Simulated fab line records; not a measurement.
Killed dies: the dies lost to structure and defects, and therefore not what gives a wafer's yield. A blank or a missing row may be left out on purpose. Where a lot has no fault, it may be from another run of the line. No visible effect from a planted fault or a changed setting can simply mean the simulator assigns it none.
Comparing a struck lot with a sound one	flow n5 finfet	15 steps out of a route of 1938
Sound: these wafers, L239.2, L239.3, L239.4. Struck: wafer L255.5. (L255.2, L255.3 of the same lot were not struck and are left out.) The cause comes at the end.
For every step that has rows: the tool of each side, followed by ch and its chambers, followed by its first start. Under that, the readings that differ: sound wafers	struck wafers	difference of the means	sigmas: that difference in standard deviations of wafers without a fault.
alike: readings whose means differ by less than 2 such deviations, and words and numbers that are the same on both sides. not compared: withheld readings, readings that some wafer has no value for, bounds like >300 that may hide the same value, and numbers for which the record gives no deviation and whose values overlap.
A row with sigmas, a row that says differs or no value, or rows on one side alone: a step with any of these is where the two part. Numbers that have no deviation but don't overlap get no sigmas and don't part them. A reading missing from all wafers of one side parts the sides only when that side holds two or more wafers.

first, 8 steps without rows for these wafers: N5_BEOL_M12_COAT_58 (time 60 s, resist thk 89 nm); N5_BEOL_M12_COAT_04 (resist thk 400 nm); N5_BEOL_M12_EBR_06; N5_BEOL_M12_SOFTBAKE_05 (time 60 s); N5_BEOL_M12_EXPOSE_07 (exposes mask V11); N5_BEOL_M12_PEB_08 (peb time 90 s); N5_BEOL_M12_DEVELOP_09 (develop time 45 s); N5_BEOL_M12_HARDBAKE_14 (time 120 s).
N5_BEOL_M12_CD_MEAS_10 targets a cd of 140 nm.
  sound on cd sem-02 ch 0, day 11 19:31; struck on cd sem-03 ch 0, day 15 18:46
  alike: cd nm
N5_BEOL_M12_OVL_MEAS_11:
  sound on overlay-02 ch 0, day 11 19:33; struck on overlay-01 ch 0, day 15 18:47
reading	sound	struck	difference	sigmas
V11_OVL (nm)	8 2 4	-7	-12	-2
N5_BEOL_M12_INSPECT_12: inspects for defects (macro).
  sound on defect inspect-01 at day 11 19:34; struck on defect inspect-02 at day 15 18:49
  alike: raw defect count
N5_BEOL_M12_DESCUM_15: chemistry O2, time 7.9 s.
  sound on rie diel-04 ch 1,2,3, day 11 19:36; struck on rie diel-04 ch 0, day 15 18:51
reading	sound	struck	difference	sigmas
showerhead plenum p Torr (Torr)	2.15 2.20 2.21	2.02	-0.17	-2
  alike: drypump motor current A, oes product au, rf vpp V, throttle valve pct
  not compared: rf hours counter h
N5_BEOL_M12_ETCH_59: etches BARC in N2/H2, target depth 89 nm, overetch 26.7 nm, time 67.9 s.
  sound on rie diel-04 ch 1,2,3, day 11 19:38; struck on rie diel-04 ch 0, day 15 18:53
reading	sound	struck	difference	sigmas
h2 flow sccm (sccm)	200.2 200.5 200.7	181.8	-18.7	-30
rf vpp V (V)	526.9 528.1 527.8	521.2	-6.4	-2
showerhead plenum p Torr (Torr)	2.62 2.70 2.68	2.38	-0.29	-3
throttle valve pct (%)	18.26 17.93 17.88	17.09	-0.93	-3
  alike: drypump motor current A, n2 flow sccm, oes product au
  not compared: rf hours counter h
N5_BEOL_M12_VIA_ETCH_16: etches SiOC in C4F8/O2/Ar, target depth 724.8 nm.
  sound on rie diel-04 ch 1,2,3, day 11 19:41; struck on rie diel-04 ch 0, day 15 18:56
reading	sound	struck	difference	sigmas
showerhead plenum p Torr (Torr)	3.52 3.62 3.61	3.30	-0.28	-2
  alike: drypump motor current A, oes product au, rf vpp V, throttle valve pct
following that, these wafers have no rows for 1 step: N5_PASSIVATION_PROBE_49.

== WHERE THEY PART ==
Earliest at N5_BEOL_M12_OVL_MEAS_11; latest, in this record, at N5_BEOL_M12_VIA_ETCH_16.

WHY: what had been put in by the simulator
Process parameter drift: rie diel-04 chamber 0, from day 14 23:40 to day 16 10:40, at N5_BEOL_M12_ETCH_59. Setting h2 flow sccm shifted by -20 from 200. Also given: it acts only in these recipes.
